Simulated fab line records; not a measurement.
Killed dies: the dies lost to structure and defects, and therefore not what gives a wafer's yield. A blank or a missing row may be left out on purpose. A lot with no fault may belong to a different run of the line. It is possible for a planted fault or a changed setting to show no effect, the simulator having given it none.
The tool behind it: which one? ; flow nand_harc ; 24 lots with 72 wafers sampled at 6 steps, on a route of 1159 steps

WHAT EACH GAUGE READ, for each wafer
NHARC_A_CONTACT_OVL_MEAS_09. Usual: overlay_x_nm -0.1 nm, standard deviation 0.96; overlay_y_nm -0.2 nm, standard deviation 0.88.
lot;measured;on;overlay_x_nm (nm);overlay_y_nm (nm);flag
L074;day 16 13:55;overlay-01;-0.1 0.5 0.3;-1.2 -1.0 -0.8;
L075;day 16 23:55;overlay-02;-0.4 -1.1 -1.3;0.4 0.7 -0.1;
L077;day 17 04:25;overlay-01;0.5 0.6 1.0;1.7 1.2 1.1;
L076;day 17 13:04;overlay-01;0.6 0.2 0.1;-1.1 -1.0 -0.3;
L079;day 17 18:38;overlay-02;-0.4 -0.2 -0.3;1.2 0.8 1.0;
L078;day 17 21:22;overlay-01;-0.5 0.1 -0.3;-0.4 -0.8 -0.8;
L080;day 17 23:58;overlay-02;1.2 1.8 1.5;-0.4 -0.2 -0.8;
L081;day 18 16:12;overlay-01;1.9 2.4 1.6;-0.1 -0.3 -0.5;
L082;day 19 05:57;overlay-02;-0.2 -0.5 -0.2;-1.4 -0.7 -0.6;
L084;day 19 07:34;overlay-01;-2.0 -1.7 -1.8;1.1 0.7 1.1;
L085;day 19 18:33;overlay-02;-1.1 -1.6 -1.6;-1.7 -1.3 -1.7;
L083;day 20 00:01;overlay-01;0.5 1.0 -0.4;-1.1 -1.1 -1.4;
L086;day 20 05:45;overlay-01;-0.2 0.1 -0.2;0.2 0.2 0.4;
L087;day 20 09:52;overlay-02;-0.5 0.1 -0.7;-0.3 -0.6 -0.4;
L088;day 20 11:15;overlay-01;1.3 1.2 0.4;1.2 0.2 -0.2;
L089;day 20 14:51;overlay-01;0.7 0.2 0.1;-0.6 -0.3 -0.5;
L090;day 20 17:00;overlay-01;-0.5 -1.0 -0.5;-0.5 -0.3 -0.7;
L091;day 21 05:49;overlay-02;-1.2 -1.3 -1.8;-1.3 -1.4 -1.2;
L094;day 21 16:58;overlay-01;0.1 0.3 -0.1;-1.4 -1.1 -1.3;
L092;day 21 20:05;overlay-01;-0.5 -0.6 -0.7;0.0 -0.8 -1.1;
L096;day 22 01:09;overlay-01;-0.6 -0.5 -0.4;1.2 1.3 1.8;
L095;day 22 04:19;overlay-01;1.7 1.1 1.3;-1.1 -0.4 -0.5;
L093;day 22 06:06;overlay-02;-0.1 0.2 -0.2;0.6 0.6 0.9;
L097;day 22 19:08;overlay-01;-0.8 -0.8 -0.6;0.3 0.3 0.6;

NHARC_A_CONTACT_INSPECT_10. Usual: raw_defect_count at 30, with a standard deviation of 14.
lot;measured;on;raw_defect_count;flag
L074;day 16 13:57;defect_inspect-02;27 26 22;
L075;day 16 23:58;defect_inspect-01;16 21 19;
L077;day 17 04:28;defect_inspect-01;19 18 22;
L076;day 17 13:05;defect_inspect-01;26 27 27;
L079;day 17 18:40;defect_inspect-01;26 35 24;
L078;day 17 21:24;defect_inspect-02;25 33 31;
L080;day 18 00:00;defect_inspect-02;10 13 16;
L081;day 18 16:14;defect_inspect-01;24 22 24;
L082;day 19 05:59;defect_inspect-02;22 28 20;
L084;day 19 07:36;defect_inspect-02;32 38 33;
L085;day 19 18:35;defect_inspect-02;38 32 37;
L083;day 20 00:04;defect_inspect-01;11 13 17;
L086;day 20 05:47;defect_inspect-01;46 44 52;
L087;day 20 09:55;defect_inspect-01;7 9 16;
L088;day 20 11:17;defect_inspect-02;44 43 44;
L089;day 20 14:53;defect_inspect-01;14 12 18;
L090;day 20 17:02;defect_inspect-01;43 36 53;
L091;day 21 05:50;defect_inspect-02;37 25 33;
L094;day 21 17:01;defect_inspect-02;55 52 59;
L092;day 21 20:07;defect_inspect-02;34 36 38;
L096;day 22 01:11;defect_inspect-02;37 49 43;
L095;day 22 04:22;defect_inspect-01;35 46 43;
L093;day 22 06:08;defect_inspect-01;45 41 55;
L097;day 22 19:10;defect_inspect-02;18 14 15;

NHARC_A_BLC_CD_MEAS_19. Usual: cd_nm at 100.1 nm, with a standard deviation of 1.9.
lot;measured;on;cd_nm (nm);flag
L074;day 16 20:51;cd_sem-01;102.0 101.2 101.9;
L075;day 17 08:59;cd_sem-01;101.5 99.6 100.1;
L077;day 17 12:25;cd_sem-03;97.7 102.4 101.4;
L076;day 18 00:17;cd_sem-03;96.7 99.1 98.4;
L079;day 18 05:29;cd_sem-03;102.7 105.7 99.0;
L078;day 18 06:41;cd_sem-03;99.3 96.6 98.9;
L080;day 18 07:38;cd_sem-01;99.4 99.1 99.3;
L081;day 19 11:36;cd_sem-03;100.8 100.6 99.4;
L082;day 19 20:26;cd_sem-02;100.1 97.7 99.8;
L084;day 19 21:18;cd_sem-01;101.7 101.1 103.6;
L085;day 20 01:39;cd_sem-03;98.1 99.4 100.2;
L083;day 20 08:29;cd_sem-02;100.4 98.9 97.8;
L086;day 20 12:22;cd_sem-02;100.5 99.1 99.1;
L087;day 20 16:48;cd_sem-03;102.1 101.9 98.7;
L088;day 20 22:06;cd_sem-03;95.3 103.6 97.7;
L089;day 20 23:08;cd_sem-02;96.9 99.9 99.0;
L090;day 21 00:00;cd_sem-02;102.1 103.1 101.6;
L091;day 21 15:11;cd_sem-02;98.0 93.0 96.8;
L094;day 22 01:57;cd_sem-02;101.5 102.6 99.4;
L092;day 22 03:40;cd_sem-03;102.3 100.5 99.7;
L096;day 22 08:46;cd_sem-03;98.9 102.4 100.4;
L095;day 22 10:44;cd_sem-02;100.1 99.5 101.2;
L093;day 22 12:35;cd_sem-02;101.2 101.2 100.3;
L097;day 23 03:07;cd_sem-02;98.0 98.5 98.4;

TOOL THAT RAN EACH LOT (tool first, then ch and the chambers of the sampled wafers, then the start)
lot;NHARC_A_CONTACT_ETCH_89;NHARC_A_CONTACT_ETCH_135;NHARC_A_BLC_ETCH_18
L074;rie_diel-03 ch 0,1, day 16 15:39 or earlier;har_cap_etch-02 ch 0,1, day 16 15:39;rie_diel-10 ch 1,2,3, day 16 20:51 or earlier
L075;rie_diel-03 ch 0,2, day 17 01:30 or earlier;har_cap_etch-02 ch 0,1, day 17 01:30;rie_diel-04 ch 0,1,3, day 17 08:59 or earlier
L077;rie_diel-06 ch 0,1,3, day 17 05:57 or earlier;har_cap_etch-03 ch 0, day 17 05:57;rie_diel-04 ch 0,1,2, day 17 12:25 or earlier
L076;rie_diel-06 ch 0,1,2, day 17 14:36 or earlier;har_cap_etch-03 ch 0,1, day 17 14:36;rie_diel-12 ch 0,1,2, day 18 00:17 or earlier
L079;rie_diel-06 ch 1,2, day 17 19:55 or earlier;har_cap_etch-03 ch 0,1, day 17 19:55;rie_diel-04 ch 0,1, day 18 05:29 or earlier
L078;rie_diel-03 ch 1,3, day 17 22:39 or earlier;har_cap_etch-01 ch 0,1, day 17 22:39;rie_diel-12 ch 0,2, day 18 06:41 or earlier
L080;rie_diel-03 ch 1,3, day 18 01:15 or earlier;har_cap_etch-03 ch 1, day 18 01:15;rie_diel-10 ch 0,1, day 18 07:38 or earlier
L081;rie_diel-03 ch 0,2,3, day 18 17:38 or earlier;har_cap_etch-02 ch 0,1, day 18 17:38;rie_diel-10 ch 0,1,3, day 19 11:36 or earlier
L082;rie_diel-06 ch 0,1,2, day 19 07:14 or earlier;har_cap_etch-02 ch 0, day 19 07:14;rie_diel-10 ch 0,1,3, day 19 20:26 or earlier
L084;rie_diel-08 ch 2,3, day 19 09:02 or earlier;har_cap_etch-03 ch 0,1, day 19 09:02;rie_diel-04 ch 0,2,3, day 19 21:18 or earlier
L085;rie_diel-03 ch 1,2, day 19 19:50 or earlier;har_cap_etch-03 ch 0,1, day 19 19:50;rie_diel-12 ch 2,3, day 20 01:39 or earlier
L083;rie_diel-06 ch 2,3, day 20 01:23 or earlier;har_cap_etch-03 ch 1, day 20 01:23;rie_diel-04 ch 1,2,3, day 20 08:29 or earlier
L086;rie_diel-06 ch 2,3, day 20 07:05 or earlier;har_cap_etch-02 ch 0,1, day 20 07:05;rie_diel-10 ch 1,2, day 20 12:22 or earlier
L087;rie_diel-08 ch 1,3, day 20 11:25 or earlier;har_cap_etch-01 ch 0,1, day 20 11:25;rie_diel-10 ch 0,1,3, day 20 16:48 or earlier
L088;rie_diel-06 ch 0,1,2, day 20 12:52 or earlier;har_cap_etch-03 ch 0,1, day 20 12:52;rie_diel-04 ch 1,2,3, day 20 22:06 or earlier
L089;rie_diel-08 ch 1,3, day 20 16:34 or earlier;har_cap_etch-01 ch 0, day 20 16:34;rie_diel-04 ch 1,2,3, day 20 23:08 or earlier
L090;rie_diel-03 ch 0,3, day 20 18:19 or earlier;har_cap_etch-02 ch 0,1, day 20 18:19;rie_diel-10 ch 0,2, day 21 00:00 or earlier
L091;rie_diel-06 ch 0,1,2, day 21 07:13 or earlier;har_cap_etch-01 ch 0,1, day 21 07:13;rie_diel-12 ch 0,2,3, day 21 15:11 or earlier
L094;rie_diel-06 ch 0,3, day 21 18:32 or earlier;har_cap_etch-01 ch 0,1, day 21 18:32;rie_diel-04 ch 0,1,2, day 22 01:57 or earlier
L092;rie_diel-06 ch 0,1, day 21 22:01 or earlier;har_cap_etch-01 ch 0,1, day 21 22:01;rie_diel-10 ch 1,2, day 22 03:40 or earlier
L096;rie_diel-06 ch 0,1,3, day 22 03:26 or earlier;har_cap_etch-01 ch 0,1, day 22 03:26;rie_diel-10 ch 1,3, day 22 08:46 or earlier
L095;rie_diel-03 ch 0,1, day 22 05:37 or earlier;har_cap_etch-02 ch 0,1, day 22 05:37;rie_diel-10 ch 0,2, day 22 10:44 or earlier
L093;rie_diel-06 ch 0,2,3, day 22 07:23 or earlier;har_cap_etch-01 ch 0,1, day 22 07:23;rie_diel-10 ch 0,2,3, day 22 12:35 or earlier
L097;rie_diel-08 ch 0,1,2, day 22 20:35 or earlier;har_cap_etch-01 ch 0,1, day 22 20:35;rie_diel-04 ch 1,2, day 23 03:07 or earlier
- NHARC_A_CONTACT_ETCH_89: etches the open film in N2/H2, target depth 260 nm, time 475.3 s.
- NHARC_A_CONTACT_ETCH_135: etches the open film in C4F8/O2/Ar, time 132 s, target depth 1287 nm.
- NHARC_A_BLC_ETCH_18: etches the open film in C4F8/O2/Ar, target depth 910 nm.

AS READ BY THE TOOLS THEMSELVES (means over the sampled wafers that have a number; for cases with no such wafer, the mark the record gives instead)
NHARC_A_CONTACT_ETCH_89. Usual: bias_w is 150.0 W with standard deviation 0.43, drypump_motor_current_A is 5.9 A with standard deviation 0.39, oes_product_au is 1.005 a.u. with standard deviation 0.012, rf_fwd_power_W is 399.5 W with standard deviation 1.3, rf_vpp_V is 428.7 V with standard deviation 1.7, showerhead_plenum_p_Torr is 1.97 Torr with standard deviation 0.056, and throttle_valve_pct is 14.171 % with standard deviation 0.0092.
lot;tool;bias_w (W);drypump_motor_current_A (A);oes_product_au (a.u.);rf_fwd_power_W (W);rf_vpp_V (V);showerhead_plenum_p_Torr (Torr);throttle_valve_pct (%);flag
L074;rie_diel-03;150.0;6.3;0.994;398.2;426.4;1.91;14.168;
L075;rie_diel-03;150.2;5.9;1.007;398.8;427.1;1.91;14.161;
L077;rie_diel-06;149.7;5.7;1.005;400.0;429.9;2.02;14.179;
L076;rie_diel-06;149.8;6.0;1.004;400.1;429.8;1.99;14.163;
L079;rie_diel-06;150.2;6.0;1.003;399.2;429.2;2.01;14.166;
L078;rie_diel-03;149.6;5.5;1.016;399.7;428.5;1.97;14.162;
L080;rie_diel-03;150.2;5.5;1.015;399.6;429.3;1.97;14.174;
L081;rie_diel-03;150.2;5.8;1.002;399.2;427.5;1.93;14.172;
L082;rie_diel-06;149.7;6.1;1.017;399.5;429.3;1.99;14.163;
L084;rie_diel-08;149.7;5.8;1.002;398.7;428.9;1.99;14.176;
L085;rie_diel-03;149.8;5.8;0.999;400.5;427.6;1.93;14.176;
L083;rie_diel-06;150.1;6.0;0.989;399.9;431.2;2.05;14.171;
L086;rie_diel-06;149.9;6.2;1.005;398.7;429.7;2.02;14.170;
L087;rie_diel-08;150.5;5.7;0.997;399.1;428.5;1.96;14.167;
L088;rie_diel-06;150.0;6.0;1.013;399.8;428.7;1.99;14.170;
L089;rie_diel-08;149.9;5.8;1.000;398.9;428.0;1.95;14.171;
L090;rie_diel-03;149.7;5.7;1.013;399.0;428.5;1.94;14.181;
L091;rie_diel-06;150.2;6.1;1.012;398.8;429.3;1.99;14.174;
L094;rie_diel-06;150.0;5.7;1.005;399.4;429.4;2.04;14.171;
L092;rie_diel-06;150.0;5.8;1.014;399.6;429.0;1.98;14.172;
L096;rie_diel-06;150.3;5.8;1.009;400.8;430.0;2.01;14.167;
L095;rie_diel-03;150.0;6.3;0.998;400.1;426.6;1.90;14.174;
L093;rie_diel-06;150.1;6.0;1.003;399.2;430.3;2.01;14.165;
L097;rie_diel-08;149.9;6.2;1.003;398.9;428.6;1.96;14.168;

NHARC_A_BLC_ETCH_18. Usual: bias_w 1501 W, standard deviation 4.6; oes_product_au 0.951 a.u., standard deviation 0.021; rf_fwd_power_W 599.1 W, standard deviation 1.8; rf_vpp_V 975 V, standard deviation 5.4.
lot;tool;bias_w (W);oes_product_au (a.u.);rf_fwd_power_W (W);rf_vpp_V (V);flag
L074;rie_diel-10;1498;0.971;600.3;978;
L075;rie_diel-04;1501;0.935;597.6;973;
L077;rie_diel-04;1501;0.929;600.5;976;
L076;rie_diel-12;1502;0.955;599.9;975;
L079;rie_diel-04;1495;0.954;599.5;972;
L078;rie_diel-12;1500;0.953;597.8;977;
L080;rie_diel-10;1501;0.953;597.7;971;
L081;rie_diel-10;1497;0.976;598.1;972;
L082;rie_diel-10;1501;0.973;599.7;972;
L084;rie_diel-04;1499;0.921;600.1;973;
L085;rie_diel-12;1500;0.970;598.3;981;
L083;rie_diel-04;1499;0.965;597.9;976;
L086;rie_diel-10;1503;0.927;598.4;981;
L087;rie_diel-10;1502;0.976;598.5;973;
L088;rie_diel-04;1501;0.964;598.0;977;
L089;rie_diel-04;1501;0.972;599.2;976;
L090;rie_diel-10;1501;0.933;599.1;973;
L091;rie_diel-12;1503;0.929;598.5;978;
L094;rie_diel-04;1501;0.942;599.2;976;
L092;rie_diel-10;1496;0.959;601.6;981;
L096;rie_diel-10;1499;0.928;598.6;975;
L095;rie_diel-10;1500;0.919;600.1;973;
L093;rie_diel-10;1501;0.968;600.5;976;
L097;rie_diel-04;1501;0.974;601.4;979;

THE ANSWER, worked out from the rows above alone
Rule: take the mean of a lot's wafers that have a number; if it is more than 3 standard deviations from the usual mean, the lot is off. Also off: a lot with no number at a reading for which 4 or more lots have one. Any other lot the step has rows for is counted as sound. After the gauges, taken in route order, come the tools' own readings; for these a lot's mean is taken, as printed above. At the first step where some lot is off, the reading lying furthest off is the one used; lots without a number count as furthest.
Nothing can be told from this: no lot is off at any reading shown.

WHAT THE SIMULATOR PUT IN
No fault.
